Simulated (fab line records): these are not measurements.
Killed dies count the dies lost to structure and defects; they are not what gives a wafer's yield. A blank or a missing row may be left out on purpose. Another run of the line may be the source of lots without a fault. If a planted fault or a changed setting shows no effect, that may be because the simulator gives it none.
fab line records	flow n5_finfet
[record] lots = 4	wafers = 11	last_day = 17
route steps=1938 shown BEOL_M4@1099 BEOL_M5@1112 BEOL_M13@1710 PASSIVATION@1936
lots untouched by any fault: they come from a run of this same line in which no faults occurred
start_h: start of the lot's first displayed wafer, in hours after the record's first day	wait_h: how many hours have passed since the lot's step before this one	" as in the row above	L1.1+2: one row covering several wafers at once	- no value, or no start was given	* or withheld: withheld	< > ~ a bound
route shown NAME@n: a module of which the file shows steps, and the number in the route of the first	usual: average and standard deviation across the fault-free wafers	same: alike in all rows	chamber/n: place in a boat	sites: each site's reading	_std_site: how widely they spread, as a standard deviation	_edge_site: inner sites' mean taken away from outer sites' mean	radius_mm: how far each site lies from the wafer's centre	mask NAME#n: copy n	behind: the last tool/chamber to shape the wafer	hold: cause of the lot's hold/its duration in hours/its outcome	device: the transistor (n, p or np) that didn't switch	end of line: the tests these same wafers got at the end of their route	where a step has no rows: the recipe by itself	killed: count of dies lost to structure and defects at first sort (not the wafer's yield)	map: shows each die of a wafer: x if killed, . if not, _ if none is there
set.NAME: setting as actually run; set.NAME@STEP: the setting as run at that earlier step	model.NAME: the simulator's own value behind a step, which no gauge read
lots at selected steps of the route; one table per step, one row per wafer
services: when a tool's chamber went out of use (start_h, in hours from the record's first day, below 0 if earlier), for how many hours, and the reason
[[steps]]
[step N5_BEOL_M4_ANNEAL_95]
[recipe] temp_c = 400	time_s = 240	ambient = vacuum
[step N5_BEOL_M4_SPUTTER_96]
[recipe] material = Cu	target_thk_a = 45	temp_c = -20	chamber_pressure_pa = 0.07	power_w = withheld	time_s = 8.29
[step N5_BEOL_M4_ECD_50]
[recipe] material = Cu	target_thk_a = 3000
[step N5_BEOL_M4_ANNEAL_51]
[recipe] temp_c = 225	time_s = 90	ambient = N2
[step N5_BEOL_M4_CMP_52]
[recipe] stop_on = SiOC	t_overpolish_s = 6.8	down_force_psi = 1	platen_rpm = 50	clearing_platen_down_force_psi = 1.5	clearing_platen_rpm = 50	post_cmp_clean = cu_alkaline	target_thk_nm = 40	clearing_platen_pad_velocity_m_s = 0.99484	pad_velocity_m_s = 0.99484
[step N5_BEOL_M4_PRE_CLEAN_60]
[recipe] gas = NH3/H2	time_s = 15	temp_c = *	rf_power_w = 300
[step N5_BEOL_M4_CO_CAP_55]
[recipe] material = Co	target_thk_a = 20	temp_c = 200	precursor = CCTBA/H2	pressure_torr = 30	time_s = 102.1
[step N5_BEOL_M4_PRE_CLEAN_56]
[recipe] gas = NH3	time_s = 15	temp_c = withheld	rf_power_w = 300
[step N5_BEOL_M4_DEP_57]
[recipe] material = SiCN	target_thk_a = 80	temp_c = withheld	precursor = 3MS/NH3	pressure_torr = 3	rf_w = 202	time_s = 14
[step N5_BEOL_M4_RC_MEAS_101]
[usual] DIBL_N = 36.4/1.4	DIBL_P = 36.3/1.5	IOFF_N = 0.162/0.023	IOFF_P = 0.211/0.027	ION_N = 676/9.7	ION_P = 463/6.4	SS_N = 71.5/0.5	SS_P = 73.3/0.6	VT_N = 249.3/2.5	VT_P = -249.9/2.8
lot.wafer	tool	chamber	start_h	wait_h	DIBL_N[mV/V]	DIBL_P[mV/V]	IOFF_N[nA/um]	IOFF_P[nA/um]	ION_N[uA/um]	ION_P[uA/um]	SS_N[mV/dec]	SS_P[mV/dec]	VT_N[mV]	VT_P[mV]
L121.2	prober-01	0	184.19	0.2	36.2	37.0	0.157	0.197	686	458	71.5	73.6	251.2	-253.0
L121.4	"	0	"	"	35.7	35.8	0.142	0.176	667	462	71.1	72.7	251.7	-253.5
L121.6	"	0	"	"	34.8	35.1	0.137	0.172	676	458	70.7	72.8	251.9	-256.7
L126.5	prober-02	0	227.40	0.6	35.3	36.2	0.162	0.210	668	465	71.6	72.6	248.8	-250.3
L126.6	"	0	"	"	34.2	34.4	0.141	0.187	665	455	70.8	72.2	250.2	-252.6
L136.1	prober-02	0	292.36	0.0	37.1	37.4	0.181	0.213	680	459	71.9	73.9	249.6	-253.4
L136.2	"	0	"	"	35.8	36.2	0.156	0.195	683	465	70.9	73.8	249.4	-253.5
L136.5	"	0	"	"	34.9	34.9	0.152	0.181	677	455	71.1	73.4	249.9	-255.1
L140.3	prober-02	0	298.15	0.3	35.3	34.4	0.141	0.193	671	463	70.9	73.1	252.3	-248.1
L140.4	"	0	"	"	35.9	34.8	0.142	0.200	669	466	71.2	73.0	250.9	-249.2
L140.6	"	0	"	"	36.0	35.2	0.153	0.211	684	468	71.7	73.4	250.1	-249.5
[step N5_BEOL_M5_ILD_DEP_00]
[recipe] material = SiCOH_lowk	target_thk_a = 1406.4	temp_c = 300	precursor = DEMS/porogen	pressure_torr = 5	rf_w = 500	time_s = 25.9
[step N5_BEOL_M5_CURE_79]
[recipe] temp_c = 385	time_s = 240	ambient = He/Ar	material = SiCOH_lowk
[step N5_BEOL_M5_PECVD_70]
[recipe] material = SiO2	target_thk_a = 160	temp_c = 400	precursor = TEOS/O2	pressure_torr = 5.5	rf_w = 450	teos_flow_sccm = 53.8	gas = O2	flow_sccm = 3000	time_s = 18
[step N5_BEOL_M5_HM_DEP_02]
[recipe] material = TiN	target_thk_a = 200	temp_c = 25	chamber_pressure_pa = 0.49996
[step N5_BEOL_M5_COAT_59]
[recipe] resist = SOC	temp_c = 250	time_s = 60	spin_rpm = 1500	resist_thk_nm = 60
[step N5_BEOL_M5_COAT_60]
[recipe] resist = SiARC	temp_c = 220	time_s = 60	spin_rpm = 1500	resist_thk_nm = 12
[step N5_BEOL_M5_COAT_71]
[recipe] resist = underlayer	temp_c = 205	time_s = 60	spin_rpm = 1500	resist_thk_nm = 5
[step N5_BEOL_M5_COAT_05]
[recipe] resist = CAR-EUV	spin_rpm = 1500	resist_thk_nm = 30
[step N5_BEOL_M5_EBR_07]
[recipe] solvent = PGMEA	ebr_width_mm = 1.5
[step N5_BEOL_M5_SOFTBAKE_06]
[recipe] temp_c = 110	time_s = 60	resist = CAR-EUV
[step N5_BEOL_M5_EXPOSE_08]
[recipe] mask_id = M5	na = 0.33	source_shape = annular	sigma_inner = 0.4	sigma_outer = 0.8	polarization = unpolarized	target_cd_nm = 28	dose_mj = 35.75
[step N5_BEOL_M5_PEB_09]
[recipe] peb_temp_c = 100	peb_time_s = 60	resist = CAR-EUV
[step N5_BEOL_M5_DEVELOP_10]
[recipe] develop_time_s = 30	developer = TMAH	resist = CAR-EUV	rinse_liquid = surfactant_rinse	dry = air_spin	dev_temp_c = 23
[step N5_BEOL_M5_DESCUM_16]
[recipe] chemistry = O2	time_s = 7	source_power_w = 50	bias_power_w = 20	pressure_mtorr = 20	rf_frequency_hz = 2.712e+07	temp_c = 40	resist = CAR-EUV	o2_flow_sccm = 225
[step N5_BEOL_M5_ETCH_72]
[recipe] chemistry = N2/H2	target = underlayer	target_depth_a = 65	mask_material = CAR-EUV	time_s = 5.2	ion_energy_ev = 200	pressure_mtorr = 30	source_w = 840	bias_w = 150	n2_flow_sccm = 200	h2_flow_sccm = 200	ends = cleared
[step N5_BEOL_M5_ETCH_61]
[recipe] chemistry = CF4	target = SiARC	target_depth_a = 156	mask_material = CAR-EUV	time_s = 26	ion_energy_ev = 80	pressure_mtorr = 40	source_w = 545	bias_w = 36	Ar_flow_sccm = 100	cf4_flow_sccm = 100	ends = cleared
[step N5_BEOL_M5_ETCH_62]
[recipe] chemistry = N2/H2	target = SOC	target_depth_a = 750	overetch_a = 150	mask_material = SiARC	temp_c = 40	time_s = 112.5	ion_energy_ev = 200	pressure_mtorr = 30	source_w = 840	bias_w = 150	n2_flow_sccm = 200	h2_flow_sccm = 200
[step N5_BEOL_M5_STRIP_63]
[recipe] chemistry = N2/H2	temp_c = 40	n2_flow_sccm = 200	h2_flow_sccm = 200	rf_frequency_hz = 6e+07
[step N5_BEOL_M5_STRIP_73]
[recipe] chemistry = N2/H2	temp_c = 40	n2_flow_sccm = 200	h2_flow_sccm = 200	rf_frequency_hz = 6e+07
[step N5_BEOL_M5_STRIP_64]
[recipe] chemistry = CF4	resist = SiARC	power_w = 300	bias_power_w = 75	pressure_mtorr = 50	cf4_flow_sccm = 150	rf_frequency_hz = 6e+07
[step N5_BEOL_M5_HM_OPEN_17]
[recipe] chemistry = Cl2/BCl3	target_depth_a = 200	overetch_a = 60	target = TiN	mask_material = SOC	ion_energy_ev = 150	pressure_mtorr = 10	icp_w = 1000	bias_w = 126	Cl2_flow_sccm = 53.25	bcl3_flow_sccm = 21.75	Ar_flow_sccm = 25
[step N5_BEOL_M5_STRIP_19]
[recipe] chemistry = O2	power_w = 400	temp_c = 40	pressure_mtorr = 30	rf_frequency_hz = 6e+07	bias_power_w = 0	overash_fraction = 0.2	o2_flow_sccm = 225
[step N5_BEOL_M5_COAT_65]
[recipe] resist = SOC	temp_c = 250	time_s = 60	spin_rpm = 1500	resist_thk_nm = 60
[step N5_BEOL_M5_COAT_66]
[recipe] resist = SiARC	temp_c = 220	time_s = 60	spin_rpm = 1500	resist_thk_nm = 12
[step N5_BEOL_M13_CMP_49]
[recipe] stop_on = SiOC	t_overpolish_s = 17.1	down_force_psi = 1	platen_rpm = 50	clearing_platen_down_force_psi = 1.5	clearing_platen_rpm = 50	post_cmp_clean = cu_alkaline	target_thk_nm = 420	clearing_platen_pad_velocity_m_s = 0.99484	pad_velocity_m_s = 0.99484
[usual] barrier_field_endpoint_s = 30.6/0.6	edge_zone_pressure_frac = 1.000/0.0055	motor_current_A = 6.2/0.6	overpolish_run_s = 17.100/0.0091
lot.wafer	tool	chamber	start_h	wait_h	barrier_field_endpoint_s	edge_zone_pressure_frac	motor_current_A	overpolish_run_s
L121.2	cmp-01	3	267.88	0.2	30.4	0.986	5.9	17.097
L121.4	"	0	"	"	30.1	1.005	5.9	17.096
L121.6	"	0	"	"	61.1	1.009	5.9	0.593
L126.6	cmp-01	0	300.62	0.2	60.3	0.993	5.7	1.387
L126.5	"	1	"	"	61.0	1.002	6.6	0.717
L140.3	cmp-01	0	372.12	0.2	31.2	0.985	5.9	17.100
L140.4	"	3	"	"	31.1	1.001	5.6	17.095
L140.6	"	0	"	"	30.2	0.999	5.6	17.107
L136.2	cmp-03	0	373.32	0.2	29.8	1.005	5.5	17.090
L136.1	"	2	"	"	29.5	0.999	6.0	17.104
L136.5	"	0	"	"	30.0	0.998	5.6	17.095
[step N5_BEOL_M13_THK_MEAS_50]
[recipe] thk_meas_gauge = xrf	reads = Cu_of_BEOL_M13_ECD_47
[usual] M13_THK = 429/6.8
lot.wafer	tool	chamber	start_h	wait_h	M13_THK[nm]
L121.2	film_metro-02	-	268.18	-	432
L121.4	"	-	"	"	434
L121.6	"	-	"	"	809
L126.5	film_metro-01	-	300.77	-	800
L126.6	"	-	"	"	878
L140.3	film_metro-01	-	372.41	-	418
L140.4	"	-	"	"	419
L140.6	"	-	"	"	420
L136.1	film_metro-01	-	373.58	-	421
L136.2	"	-	"	"	418
L136.5	"	-	"	"	430
[step N5_BEOL_M13_INSPECT_55]
[recipe] inspect_instrument = darkfield	mode = post_dep
[usual] raw_defect_count = 66/19
lot.wafer	tool	chamber	start_h	wait_h	raw_defect_count
L121.2	defect_inspect-02	-	268.33	0.0	50
L121.4	"	-	"	"	38
L121.6	"	-	"	"	3090
L126.5	defect_inspect-02	-	300.93	0.0	3010
L126.6	"	-	"	"	3158
L140.3	defect_inspect-01	-	372.57	0.0	129
L140.4	"	-	"	"	93
L140.6	"	-	"	"	60
L136.1	defect_inspect-02	-	373.73	0.0	79
L136.2	"	-	"	"	100
L136.5	"	-	"	"	57
[step N5_PASSIVATION_PROBE_49]
[usual] defect_limited_yield = 91.3/1.3	killed_at_M0_to_M3 = 33/8.9	killed_at_M4_up = 15/5.4	killed_at_contacts = 13/5.8	killed_at_front_end = 39/9.9	killed_at_other = 3.2/2.9	killed_dies = 102/15	killed_on_rim = 13/3.7	killed_open = 68/12	killed_short = 34/7.6	sort_bin_5_function = 5.1/0.89	sort_bin_6_memory = 3.2/0.63	sort_n_pass = 1078/15	sort_yield_pct = 91.3/1.3
[same] gross_dies = 1180	killed_at_back_side = 0	sort_bin_4_leakage[%] = 0	sort_bin_8_speed[%] = 0
lot.wafer	tool	chamber	start_h	wait_h	defect_limited_yield[%]	killed_at_M0_to_M3	killed_at_M4_up	killed_at_contacts	killed_at_front_end	killed_at_other	killed_dies	killed_on_rim	killed_open	killed_short	sort_bin_5_function[%]	sort_bin_6_memory[%]	sort_n_pass	sort_yield_pct[%]
L121.2	prober-02	-	294.43	0.1	92.6	33	10	13	29	2	87	11	65	22	4.8	2.4	1093	92.6
L121.4	prober-02	-	294.53	0.2	92.5	22	17	4	43	2	88	12	57	31	4.0	2.9	1092	92.5
L121.6	prober-02	-	294.63	0.3	0	27	1106	4	42	1	1180	152	61	32	4.3	3.3	0	0
L126.5	prober-01	-	331.76	0.2	0	36	1079	14	49	2	1180	152	78	36	5.4	3.6	0	0
L126.6	prober-01	-	331.81	0.3	0	30	1078	14	58	0	1180	152	87	40	6.4	4.1	0	0
L136.1	prober-01	-	402.48	0.0	90.7	42	13	18	27	10	110	16	73	37	5.5	3.6	1070	90.7
L136.2	prober-01	-	402.53	0.1	91.9	18	15	25	35	2	95	8	82	12	4.9	3.0	1085	91.9
L136.5	prober-01	-	402.68	0.2	92.2	23	8	20	38	3	92	21	64	28	4.7	3.0	1088	92.2
L140.3	prober-02	-	403.96	0.1	92.7	20	7	12	46	1	86	14	59	27	4.4	2.7	1094	92.7
L140.4	prober-02	-	404.01	0.2	93.1	35	7	7	30	3	82	8	53	26	4.6	2.2	1098	93.1
L140.6	prober-02	-	404.11	0.3	93.0	23	10	13	35	2	83	14	47	36	4.2	2.6	1097	93.0
// killed by level:class
L121.2 MOL_CONTACT_COAG:geometric_particle:open=12 BEOL_M0_SAQP:geometric_particle:open=12 BEOL_M0_SAQP:geometric_particle:short=9 STI_FIN_REVEAL:geometric_particle:open=7 BEOL_M3:geometric_particle:open=6 ILD0:geometric_particle:open=5 FIN_SAQP:geometric_particle:open=4 FIN_SAQP:geometric_particle:short=4
L121.4 FIN_SAQP:geometric_particle:short=12 BEOL_M4:geometric_particle:open=7 STI_FIN_REVEAL:geometric_particle:open=6 DUMMY_GATE:geometric_particle:open=6 BEOL_M3:geometric_particle:open=6 FIN_SAQP:geometric_particle:open=5 BEOL_M0_SAQP:geometric_particle:open=5 BEOL_M0_SAQP:geometric_particle:short=5
L121.6 BEOL_M13:area_cmp=1087 STI_FIN_REVEAL:geometric_particle:open=15 BEOL_M2:geometric_particle:open=9 BEOL_M0_SAQP:geometric_particle:short=7 BEOL_M4:geometric_particle:open=7 STI_FIN_REVEAL:geometric_particle:short=5 BEOL_M3:geometric_particle:open=5 FIN_SAQP:geometric_particle:short=4
L126.5 BEOL_M13:area_cmp=1066 STI_FIN_REVEAL:geometric_particle:open=16 MOL_CONTACT_COAG:geometric_particle:open=10 BEOL_M3:geometric_particle:open=9 FIN_SAQP:geometric_particle:open=7 STI_FIN_REVEAL:geometric_particle:short=7 FIN_SAQP:geometric_particle:short=6 BEOL_M4:geometric_particle:open=6
L126.6 BEOL_M13:area_cmp=1053 STI_FIN_REVEAL:geometric_particle:open=14 BEOL_M4:geometric_particle:open=13 FIN_SAQP:geometric_particle:short=11 MOL_CONTACT_COAG:geometric_particle:open=10 DUMMY_GATE:geometric_particle:open=8 BEOL_M3:geometric_particle:open=5 BEOL_M1:geometric_particle:short=5
L136.1 MOL_CONTACT_COAG:geometric_particle:open=17 BEOL_M0_SAQP:geometric_particle:short=13 BEOL_M2:geometric_particle:open=10 STARTING-WAFER:geometric_particle:open=7 BEOL_M0_SAQP:geometric_particle:open=6 MIM_TOP_ETCH:geometric_particle:open=6 BEOL_M3:geometric_particle:open=6 GATE_CUT:geometric_particle:short=4
L136.2 MOL_CONTACT_COAG:geometric_particle:open=20 FIN_SAQP:geometric_particle:open=14 STI_FIN_REVEAL:geometric_particle:open=11 BEOL_M4:geometric_particle:open=9 BEOL_M2:geometric_particle:open=8 MOL_CONTACT_COAG:geometric_particle:short=5 DUMMY_GATE:geometric_particle:open=3 BEOL_M1:geometric_particle:open=3
L136.5 MOL_CONTACT_COAG:geometric_particle:open=15 FIN_SAQP:geometric_particle:open=9 BEOL_M3:geometric_particle:open=8 BEOL_M4:geometric_particle:open=6 FIN_SAQP:geometric_particle:short=5 STI_FIN_REVEAL:geometric_particle:open=5 MOL_CONTACT_COAG:geometric_particle:short=5 GATE_CUT:geometric_particle:short=4
L140.3 STI_FIN_REVEAL:geometric_particle:open=13 FIN_SAQP:geometric_particle:open=9 MOL_CONTACT_COAG:geometric_particle:open=9 STI_FIN_REVEAL:geometric_particle:short=6 FIN_SAQP:geometric_particle:short=5 BEOL_M0_SAQP:geometric_particle:short=5 BEOL_M1:geometric_particle:open=4 BEOL_M2:geometric_particle:open=4
L140.4 BEOL_M0_SAQP:geometric_particle:open=12 STI_FIN_REVEAL:geometric_particle:open=10 BEOL_M0_SAQP:geometric_particle:short=10 STI_FIN_REVEAL:geometric_particle:short=5 MOL_CONTACT_COAG:geometric_particle:open=5 BEOL_M3:geometric_particle:open=5 BEOL_M1:geometric_particle:open=4 BEOL_M4:geometric_particle:open=4
L140.6 FIN_SAQP:geometric_particle:short=12 MOL_CONTACT_COAG:geometric_particle:open=11 BEOL_M0_SAQP:geometric_particle:open=7 BEOL_M1:geometric_particle:open=7 GATE_CUT:geometric_particle:short=5 BEOL_M0_SAQP:geometric_particle:short=4 BEOL_M4:geometric_particle:open=4 FIN_SAQP:geometric_particle:open=3
// map L121.6 (x killed, . not)
_________________xxxxxxxxxxxx________________
______________xxxxxxxxxxxxxxxxxx_____________
___________xxxxxxxxxxxxxxxxxxxxxxxx__________
__________xxxxxxxxxxxxxxxxxxxxxxxxxx_________
________xxxxxxxxxxxxxxxxxxxxxxxxxxxxxx_______
_______xxxxxxxxxxxxxxxxxxxxxxxxxxxxxxxx______
______xxxxxxxxxxxxxxxxxxxxxxxxxxxxxxxxxx_____
_____xxxxxxxxxxxxxxxxxxxxxxxxxxxxxxxxxxxx____
____xxxxxxxxxxxxxxxxxxxxxxxxxxxxxxxxxxxxxx___
___xxxxxxxxxxxxxxxxxxxxxxxxxxxxxxxxxxxxxxxx__
___xxxxxxxxxxxxxxxxxxxxxxxxxxxxxxxxxxxxxxxx__
__xxxxxxxxxxxxxxxxxxxxxxxxxxxxxxxxxxxxxxxxxx_
__xxxxxxxxxxxxxxxxxxxxxxxxxxxxxxxxxxxxxxxxxx_
_xxxxxxxxxxxxxxxxxxxxxxxxxxxxxxxxxxxxxxxxxxxx
_xxxxxxxxxxxxxxxxxxxxxxxxxxxxxxxxxxxxxxxxxxxx
_xxxxxxxxxxxxxxxxxxxxxxxxxxxxxxxxxxxxxxxxxxxx
_xxxxxxxxxxxxxxxxxxxxxxxxxxxxxxxxxxxxxxxxxxxx
_xxxxxxxxxxxxxxxxxxxxxxxxxxxxxxxxxxxxxxxxxxxx
_xxxxxxxxxxxxxxxxxxxxxxxxxxxxxxxxxxxxxxxxxxxx
_xxxxxxxxxxxxxxxxxxxxxxxxxxxxxxxxxxxxxxxxxxxx
_xxxxxxxxxxxxxxxxxxxxxxxxxxxxxxxxxxxxxxxxxxxx
__xxxxxxxxxxxxxxxxxxxxxxxxxxxxxxxxxxxxxxxxxx_
__xxxxxxxxxxxxxxxxxxxxxxxxxxxxxxxxxxxxxxxxxx_
___xxxxxxxxxxxxxxxxxxxxxxxxxxxxxxxxxxxxxxxx__
___xxxxxxxxxxxxxxxxxxxxxxxxxxxxxxxxxxxxxxxx__
____xxxxxxxxxxxxxxxxxxxxxxxxxxxxxxxxxxxxxx___
_____xxxxxxxxxxxxxxxxxxxxxxxxxxxxxxxxxxxx____
______xxxxxxxxxxxxxxxxxxxxxxxxxxxxxxxxxx_____
_______xxxxxxxxxxxxxxxxxxxxxxxxxxxxxxxx______
________xxxxxxxxxxxxxxxxxxxxxxxxxxxxxx_______
__________xxxxxxxxxxxxxxxxxxxxxxxxxx_________
___________xxxxxxxxxxxxxxxxxxxxxxxx__________
______________xxxxxxxxxxxxxxxxxx_____________
_________________xxxxxxxxxxxx________________
// map L126.5 (x killed, . not)
_________________xxxxxxxxxxxx________________
______________xxxxxxxxxxxxxxxxxx_____________
___________xxxxxxxxxxxxxxxxxxxxxxxx__________
__________xxxxxxxxxxxxxxxxxxxxxxxxxx_________
________xxxxxxxxxxxxxxxxxxxxxxxxxxxxxx_______
_______xxxxxxxxxxxxxxxxxxxxxxxxxxxxxxxx______
______xxxxxxxxxxxxxxxxxxxxxxxxxxxxxxxxxx_____
_____xxxxxxxxxxxxxxxxxxxxxxxxxxxxxxxxxxxx____
____xxxxxxxxxxxxxxxxxxxxxxxxxxxxxxxxxxxxxx___
___xxxxxxxxxxxxxxxxxxxxxxxxxxxxxxxxxxxxxxxx__
___xxxxxxxxxxxxxxxxxxxxxxxxxxxxxxxxxxxxxxxx__
__xxxxxxxxxxxxxxxxxxxxxxxxxxxxxxxxxxxxxxxxxx_
__xxxxxxxxxxxxxxxxxxxxxxxxxxxxxxxxxxxxxxxxxx_
_xxxxxxxxxxxxxxxxxxxxxxxxxxxxxxxxxxxxxxxxxxxx
_xxxxxxxxxxxxxxxxxxxxxxxxxxxxxxxxxxxxxxxxxxxx
_xxxxxxxxxxxxxxxxxxxxxxxxxxxxxxxxxxxxxxxxxxxx
_xxxxxxxxxxxxxxxxxxxxxxxxxxxxxxxxxxxxxxxxxxxx
_xxxxxxxxxxxxxxxxxxxxxxxxxxxxxxxxxxxxxxxxxxxx
_xxxxxxxxxxxxxxxxxxxxxxxxxxxxxxxxxxxxxxxxxxxx
_xxxxxxxxxxxxxxxxxxxxxxxxxxxxxxxxxxxxxxxxxxxx
_xxxxxxxxxxxxxxxxxxxxxxxxxxxxxxxxxxxxxxxxxxxx
__xxxxxxxxxxxxxxxxxxxxxxxxxxxxxxxxxxxxxxxxxx_
__xxxxxxxxxxxxxxxxxxxxxxxxxxxxxxxxxxxxxxxxxx_
___xxxxxxxxxxxxxxxxxxxxxxxxxxxxxxxxxxxxxxxx__
___xxxxxxxxxxxxxxxxxxxxxxxxxxxxxxxxxxxxxxxx__
____xxxxxxxxxxxxxxxxxxxxxxxxxxxxxxxxxxxxxx___
_____xxxxxxxxxxxxxxxxxxxxxxxxxxxxxxxxxxxx____
______xxxxxxxxxxxxxxxxxxxxxxxxxxxxxxxxxx_____
_______xxxxxxxxxxxxxxxxxxxxxxxxxxxxxxxx______
________xxxxxxxxxxxxxxxxxxxxxxxxxxxxxx_______
__________xxxxxxxxxxxxxxxxxxxxxxxxxx_________
___________xxxxxxxxxxxxxxxxxxxxxxxx__________
______________xxxxxxxxxxxxxxxxxx_____________
_________________xxxxxxxxxxxx________________
[[services]]
tool	chamber	start_h	hours	kind
cmp-01	-	326.51	0.5	repair
cmp-03	-	346.73	4.0	pm
cmp-01	-	349.86	1.8	repair
cmp-03	-	350.73	-	consumable_replace:conditioner
cmp-03	-	350.73	-	consumable_replace:pad
cmp-01	-	352.65	1.2	repair
cmp-03	-	358.81	4.6	pm
[[key]]
[first_sign] step = N5_BEOL_M13_CMP_49	reading = overpolish_run_s	direction = down	sigmas = 99+	usual = 17.100	struck = 0.899
[effect] step = N5_BEOL_M13_CMP_49	reading = barrier_field_endpoint_s	direction = up	sigmas = 50	usual = 30.6	struck = 60.8
[effect] step = N5_BEOL_M13_THK_MEAS_50	reading = M13_THK	direction = up	sigmas = 59	usual = 429	struck = 829
[effect] step = N5_BEOL_M13_INSPECT_55	reading = raw_defect_count	direction = up	sigmas = 99+	usual = 66	struck = 3086
[effect] step = N5_PASSIVATION_PROBE_49	reading = killed_at_M4_up	direction = up	sigmas = 99+	usual = 15	struck = 1088
[more_kills_born_at] N5_BEOL_M13_CMP_49@cmp-01 = 3206
met_at N5_BEOL_M13_CMP_49
struck_wafers L121.6,L126.5,L126.6
later_rows_left_out L121.6,L126.5,L126.6
[fault] kind = process_parameter_drift	tool = cmp-01	chamber = -	onset_h = 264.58	steps = N5_BEOL_M13_CMP_49	channel = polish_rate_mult	offset = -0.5	shape = step	end_h = 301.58	scope = struck_wafers_only
// later_rows_left_out: the simulator's readings of these wafers behind a module that went badly wrong aren't trusted and aren't shown, but for the sort
